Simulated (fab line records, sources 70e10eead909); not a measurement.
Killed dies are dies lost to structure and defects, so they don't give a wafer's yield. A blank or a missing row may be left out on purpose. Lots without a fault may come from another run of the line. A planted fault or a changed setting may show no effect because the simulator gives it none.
fab line records | flow nand_harc
record lots=13 wafers=39 last_day=32
route steps=1302 shown THIN_TSV@1245
lots that met no fault: from a run of the same line without faults
start_h: hours from the record's first day to the start of the lot's first wafer shown | wait_h: hours since the lot's step before | " the same as in the row above | L1.1+2: a row that stands for several wafers | - no value, or no start given | * or withheld: withheld | < > ~ a bound
route shown NAME@n: a module of which the file shows steps, and the number in the route of the first | usual: mean/standard deviation of fault-free wafers | same: alike in all rows | chamber/n: place in a boat | sites: the reading at each site | _std_site: their standard deviation | _edge_site: outer sites' mean less inner sites' | radius_mm: how far each site lies from the wafer's centre | mask NAME#n: copy n | behind: the tool/chamber that last shaped the wafer | hold: why the lot was held/for how many hours/how that ended | device: the transistor (n, p or np) that didn't switch | end of line: the same wafers' tests at the end of the route | a step without rows: its recipe alone | killed: dies lost to structure and defects at the first sort, not the wafer's yield | map: a wafer's dies, x killed, . not, _ none there
set.NAME: the setting as run; set.NAME@STEP: as run at that earlier step | model.NAME: the simulator's own value behind a step, which no gauge read
steps of the route over a sample of lots; a table a step, a row a wafer
services: from which hour (start_h, from the record's first day; less than 0 if before it) a tool's chamber was out of use, for how many hours, and why
## steps
# step NHARC_THIN_TSV_CMP_01
# recipe target_thk_um=3
# usual motor_current_A=11.9/0.98
# columns lot.wafer tool chamber start_h wait_h motor_current_A
L801.3 cmp-03 1 550.37 0.7 11.3
L801.2 " 3 " " 11.2
L801.5 " 1 " " 11.5
L803.4 cmp-01 2 566.70 0.4 10.9
L803.1 " 3 " " 11.5
L803.2 " 0 " " 12.8
L804.3 cmp-02 3 570.08 0.7 12.8
L804.4 " 0 " " 11.1
L804.5 " 3 " " 13.1
L802.2 cmp-03 1 571.25 0.8 11.8
L802.4 " 3 " " 11.1
L802.5 " 1 " " 11.0
L805.3 cmp-03 1 572.47 0.6 10.8
L805.1 " 3 " " 11.0
L805.5 " 2 " " 11.4
L806.4 cmp-02 3 581.02 0.4 13.6
L806.1 " 1 " " 12.4
L806.5 " 0 " " 10.9
L807.2 cmp-02 3 600.38 0.8 13.7
L807.1 " 1 " " 12.8
L807.6 " 0 " " 10.9
L809.4 cmp-03 1 624.34 0.4 11.3
L809.2 " 2 " " 12.3
L809.1 " 0 " " 12.7
L808.2 cmp-01 3 625.57 0.9 11.3
L808.3 " 0 " " 12.2
L808.6 " 3 " " 11.5
L810.4 cmp-01 0 663.12 0.4 13.3
L810.3 " 2 " " 11.2
L810.1 " 3 " " 11.8
L814.2 cmp-01 2 670.02 0.9 10.6
L814.4 " 3 " " 11.5
L814.5 " 2 " " 10.8
L819.4 cmp-03 2 721.55 0.5 12.2
L819.1 " 3 " " 11.0
L819.6 " 0 " " 12.7
L823.2 cmp-02 1 755.80 0.8 12.6
L823.3 " 3 " " 13.0
L823.5 " 1 " " 12.8
# step NHARC_THIN_TSV_ETCH_15
# recipe target_depth_a=30000 bosch_target_overetch_cycles=2 bosch_etch_step_s=2.8 bosch_dep_step_s=1.2 bosch_cycles=14
# usual drypump_motor_current_A=5.9/0.33
# same bosch_etch_step_s=2.8
# columns lot.wafer tool chamber start_h wait_h drypump_motor_current_A rf_hours_counter_h
L801.2 rie_si-05 3 552.39 - 6.3 0.3
L801.3 " 0 " " 5.7 0.3
L801.5 " 2 " " 6.4 -
L803.4 rie_si-03 1 568.83 - 5.6 0.9
L803.1 " 3 " " 5.9 1.2
L803.2 " 0 " " 5.6 1.1
L804.4 rie_si-03 1 572.34 - 5.7 1.0
L804.3 " 3 " " 5.8 1.2
L804.5 " 1 " " 5.6 -
L802.2 rie_si-01 2 573.38 - 5.5 0.1
L802.4 " 1 " " 6.3 0.1
L802.5 " 2 " " 5.5 -
L805.1 rie_si-05 0 574.48 - 5.8 0.4
L805.3 " 2 " " 6.4 0.4
L805.5 " 0 " " 5.7 -
L806.4 rie_si-05 1 583.03 - 5.6 0.3
L806.1 " 2 " " 6.4 0.5
L806.5 " 1 " " 5.6 -
L807.1 rie_si-01 0 602.39 - 6.2 0.2
L807.2 " 3 " " 5.8 0.3
L807.6 " 0 " " 6.1 -
L809.4 rie_si-03 3 626.49 - 5.8 0.2
L809.1 " 0 " " 5.5 0.2
L809.2 " 1 " " 5.7 0.1
L808.3 rie_si-01 2 627.56 - 5.5 0.4
L808.2 " 1 " " 6.3 0.4
L808.6 " 2 " " 5.5 -
L810.4 rie_si-01 0 665.26 - 6.2 0.7
L810.1 " 1 " " 6.3 0.8
L810.3 " 3 " " 5.8 0.6
L814.2 rie_si-03 3 672.20 - 5.8 0.5
L814.4 " 0 " " 5.5 0.5
L814.5 " 3 " " 5.8 -
L819.4 rie_si-03 3 723.65 - 5.9 0.8
L819.1 " 1 " " 5.6 0.6
L819.6 " 2 " " 6.4 -
L823.3 rie_si-01 1 757.96 - 6.3 0.2
L823.2 " 2 " " 5.5 0.2
L823.5 " 3 " " 5.8 -
# step NHARC_THIN_TSV_CD_MEAS_16
# usual cd_nm=999.8/2.9
# columns lot.wafer tool chamber start_h wait_h cd_nm
L801.2 cd_sem-03 - 552.52 0.1 997.3
L801.3 " - " " 998.7
L801.5 " - " " 995.9
L803.1 cd_sem-03 - 568.97 0.1 998.6
L803.2 " - " " 1000.3
L803.4 " - " " 1000.5
L804.3 cd_sem-03 - 572.47 0.1 1001.7
L804.4 " - " " 999.1
L804.5 " - " " 998.9
L802.2 cd_sem-03 - 573.52 0.1 1004.2
L802.4 " - " " 1001.8
L802.5 " - " " 1000.1
L805.1 cd_sem-02 - 574.61 0.1 996.3
L805.3 " - " " 994.6
L805.5 " - " " 998.2
L806.1 cd_sem-03 - 583.18 0.1 1002.6
L806.4 " - " " 998.7
L806.5 " - " " 1004.6
L807.1 cd_sem-01 - 602.53 0.1 998.5
L807.2 " - " " 1001.5
L807.6 " - " " 999.1
L809.1 cd_sem-01 - 626.62 0.1 1002.3
L809.2 " - " " 1001.7
L809.4 " - " " 1001.1
L808.2 cd_sem-03 - 627.73 0.1 1001.6
L808.3 " - " " 1001.4
L808.6 " - " " 1000.2
L810.1 cd_sem-03 - 665.41 0.1 996.5
L810.3 " - " " 999.5
L810.4 " - " " 1001.1
L814.2 cd_sem-02 - 672.35 0.1 1004.5
L814.4 " - " " 998.4
L814.5 " - " " 1001.9
L819.1 cd_sem-03 - 723.79 0.1 1001.9
L819.4 " - " " 1001.3
L819.6 " - " " 1003.7
L823.2 cd_sem-02 - 758.08 0.1 1001.2
L823.3 " - " " 1005.2
L823.5 " - " " 1001.3
# step NHARC_THIN_TSV_ETCHBACK_48
# recipe target_depth_a=10285 over_etch_frac=0.3 time_s=405.17 ion_energy_ev=250 c4f8_flow_sccm=withheld ar_flow_sccm=withheld rf_w=600 bias_w=300 chemistry=C4F8/Ar
# usual oes_product_au=0.935/0.026 rf_vpp_V=546.6/2.7 run_length_s=426.6/0.51
# same over_etch_frac=0.3
# columns lot.wafer tool chamber start_h wait_h oes_product_au rf_hours_counter_h rf_vpp_V run_length_s
L801.2 rie_diel-10 3 553.83 - 0.900 8 546.6 427.4
L801.3 " 0 " " 0.915 8 541.4 426.3
L801.5 " 3 " " 0.899 - 547.7 426.8
L803.4 rie_diel-10 1 570.25 - 0.910 9 546.1 426.1
L803.2 " 3 " " 0.909 8 548.5 426.4
L803.1 " 0 " " 0.917 8 542.9 425.7
L804.3 rie_diel-10 2 573.74 - 0.941 9 545.0 427.5
L804.4 " 1 " " 0.930 9 543.7 425.9
L804.5 " 3 " " 0.909 - 548.5 426.9
L802.4 rie_diel-03 3 574.80 - 0.922 5 550.4 427.5
L802.2 " 0 " " 0.921 5 546.2 426.9
L802.5 " 3 " " 0.921 - 550.4 426.8
L805.1 rie_diel-10 2 575.88 - 0.941 10 545.7 427.5
L805.3 " 0 " " 0.909 9 540.6 425.9
L805.5 " 2 " " 0.943 - 545.4 427.2
L806.1 rie_diel-10 1 584.54 - 0.935 10 544.5 425.5
L806.4 " 2 " " 0.936 - 545.0 427.1
L806.5 " 1 " " 0.917 - 543.7 425.8
L807.1 rie_diel-07 0 603.81 - 0.924 7 548.8 426.4
L807.2 " 3 " " 0.914 7 542.7 426.6
L807.6 " 1 " " 0.945 - 551.2 426.0
L809.4 rie_diel-10 1 627.93 - 0.985 0 544.4 425.6
L809.2 " 2 " " 0.973 0 543.7 427.1
L809.1 " 3 " " 0.963 1 547.6 426.6
L808.3 rie_diel-03 2 629.00 - 0.938 8 548.4 426.8
L808.2 " 0 " " 0.992 7 546.8 426.8
L808.6 " 2 " " 0.941 - 548.4 427.4
L810.3 rie_diel-10 2 666.75 - 0.933 5 545.7 427.1
L810.1 " 3 " " 0.907 5 548.2 426.5
L810.4 " 0 " " 0.913 5 541.9 425.9
L814.2 rie_diel-07 2 673.68 - 0.991 1 546.6 426.9
L814.4 " 0 " " 0.999 1 548.2 426.8
L814.5 " 1 " " 1.007 - 550.6 426.0
L819.1 rie_diel-03 0 725.17 - 0.920 4 545.6 305.7
L819.6 " 3 " " 0.921 - 549.4 426.9
L819.4 " 0 " " 0.913 - 544.7 306.6
L823.3 rie_diel-10 0 759.36 - 0.903 11 541.9 426.3
L823.2 " 2 " " 0.930 11 546.1 427.1
L823.5 " 0 " " 0.904 - 541.6 426.3
## services
# columns tool chamber start_h hours kind
cmp-02 - 526.58 4.0 pm
rie_si-01 0 543.22 10.7 repair
rie_si-01 - 547.00 9.0 pm
cmp-03 - 554.06 4.0 pm
rie_si-03 - 575.00 9.0 pm
cmp-01 - 578.34 4.0 pm
cmp-03 - 580.76 0.3 repair
cmp-02 - 583.34 1.2 repair
rie_si-01 - 583.84 0.7 repair
cmp-02 - 584.92 15.4 repair
rie_diel-10 - 596.50 9.0 pm
cmp-03 - 621.33 0.8 repair
cmp-01 - 622.54 2.5 repair
cmp-02 - 624.58 4.0 pm
rie_si-01 3 626.36 1.7 repair
cmp-03 - 652.06 4.0 pm
rie_si-03 1 663.54 2.5 repair
rie_diel-10 2 681.25 6.6 repair
rie_si-03 3 681.73 1.3 repair
rie_si-01 - 724.00 9.0 pm
rie_si-03 2 735.61 3.6 repair
cmp-03 - 742.32 0.5 repair
cmp-03 - 750.06 4.0 pm
rie_si-03 - 752.00 9.0 pm
## key
first_sign step=NHARC_THIN_TSV_ETCHBACK_48 reading=run_length_s direction=down sigmas=99+ usual=* struck=*
effect none on later readings
met_at NHARC_THIN_TSV_ETCHBACK_48
struck_lots L819
struck_wafers L819.1,L819.4
later_rows_left_out L819.1,L819.4
sort_left_out L819.1,L819.4
not_acting_at NHARC_THIN_TSV_CMP_01,NHARC_THIN_TSV_ETCH_15,NHARC_THIN_TSV_CD_MEAS_16
onset_between 629.00 725.17
fault kind=process_parameter_drift tool=rie_diel-03 chamber=0 onset_h=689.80 steps=NHARC_THIN_TSV_ETCHBACK_48 channel=time_s offset=* shape=step end_h=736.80 acts_in=* stated=*
# sort_left_out: the simulated sort isn't trusted on such a fault, so these wafers' sort isn't shown, and their yield isn't known
# later_rows_left_out: the simulator's readings of these wafers behind a module that went badly wrong aren't trusted and aren't shown, but for the sort
